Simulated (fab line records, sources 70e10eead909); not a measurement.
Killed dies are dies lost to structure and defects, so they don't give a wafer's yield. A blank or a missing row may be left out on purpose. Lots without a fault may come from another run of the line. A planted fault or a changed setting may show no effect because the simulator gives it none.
Chamber matching | flow nand_harc | NHARC_A_SLIT_DESCUM_14 on rie_diel-13: 4 sister chambers
The step chemistry O2, time 3 s. 22 wafers are shown with their chamber, then 11 later ones without.

WAFERS WITH THEIR CHAMBER
wafer  | chamber | showerhead_plenum_p_Torr (Torr) | oes_product_au (a.u.) | rf_vpp_V (V)
L074.3 | 1       | 1.92                            | 1.008                 | 58.5
L074.4 | 2       | 1.84                            | 0.992                 | 58.5
L074.5 | 1       | 1.92                            | 1.009                 | 58.4
L076.2 | 0       | 1.98                            | 1.000                 | 59.2
L076.4 | 0       | 1.98                            | 1.008                 | 57.3
L076.6 | 1       | 1.91                            | 1.004                 | 57.7
L075.1 | 0       | 1.98                            | 1.008                 | 58.8
L075.4 | 0       | 1.98                            | 0.991                 | 57.5
L075.5 | 1       | 1.91                            | 1.016                 | 57.3
L080.3 | 0       | 1.98                            | 1.009                 | 57.9
L080.4 | 1       | 1.91                            | 1.005                 | 56.9
L080.5 | 2       | 1.84                            | 0.999                 | 56.3
L083.2 | 2       | 1.84                            | 1.003                 | 56.8
L083.3 | 3       | 1.95                            | 0.994                 | 57.1
L083.5 | 2       | 1.84                            | 1.019                 | 57.2
L085.1 | 1       | 1.91                            | 1.012                 | 57.2
L085.2 | 0       | 1.98                            | 1.000                 | 56.7
L085.4 | 3       | 1.95                            | 1.001                 | 58.2
L088.2 | 0       | 1.98                            | 1.002                 | 57.6
L088.4 | 3       | 1.95                            | 1.000                 | 58.7
L088.5 | 1       | 1.91                            | 1.005                 | 58.0
L089.1 | 1       | 1.91                            | 1.003                 | 58.4

SIGNATURES (means of the wafers above)
reading                  | chamber 0 | chamber 1 | chamber 2 | chamber 3 | scatter within a chamber
showerhead_plenum_p_Torr | 1.9800    | 1.9125    | 1.8400    | 1.9500    | 0.00289
oes_product_au           | 1.00257   | 1.00775   | 1.00325   | 0.99833   | 0.0067
rf_vpp_V                 | 57.857    | 57.800    | 57.200    | 58.000    | 0.789
Rule: a wafer's distance from a chamber is the root of the sum, over the readings, of the square of ((its reading less the chamber's mean) divided by the reading's scatter). The wafer belongs to the nearest chamber; if the next one is less than 2 further off, it can't be placed. The scatter: the root of (the sum of the squares of (reading less its chamber's mean) over the shown wafers, divided by (wafers less chambers)).

WAFERS WITHOUT THEIR CHAMBER
wafer  | showerhead_plenum_p_Torr (Torr) | oes_product_au (a.u.) | rf_vpp_V (V)
L089.3 | 1.98                            | 1.012                 | 57.0
L089.4 | 1.84                            | 1.003                 | 58.0
L092.3 | 1.84                            | 1.003                 | 56.9
L092.4 | 1.98                            | 1.006                 | 57.2
L092.6 | 1.84                            | 1.000                 | 56.9
L091.2 | 1.98                            | 1.000                 | 58.0
L091.3 | 1.84                            | 1.002                 | 57.9
L091.4 | 1.91                            | 1.019                 | 56.4
L093.1 | 1.91                            | 1.003                 | 57.6
L093.3 | 1.84                            | 1.001                 | 56.5
L093.6 | 1.98                            | 0.996                 | 58.1

WHICH CHAMBER EACH WENT THROUGH
wafer  | from the rows above | in truth
L089.3 | 0                   | 0
L089.4 | 2                   | 2
L092.3 | 2                   | 2
L092.4 | 0                   | 0
L092.6 | 2                   | 2
L091.2 | 0                   | 0
L091.3 | 2                   | 2
L091.4 | 1                   | 1
L093.1 | 1                   | 1
L093.3 | 2                   | 2
L093.6 | 0                   | 0
Placed correctly: 11 of 11. Can't be placed from these rows: 0. Placed wrongly: 0.
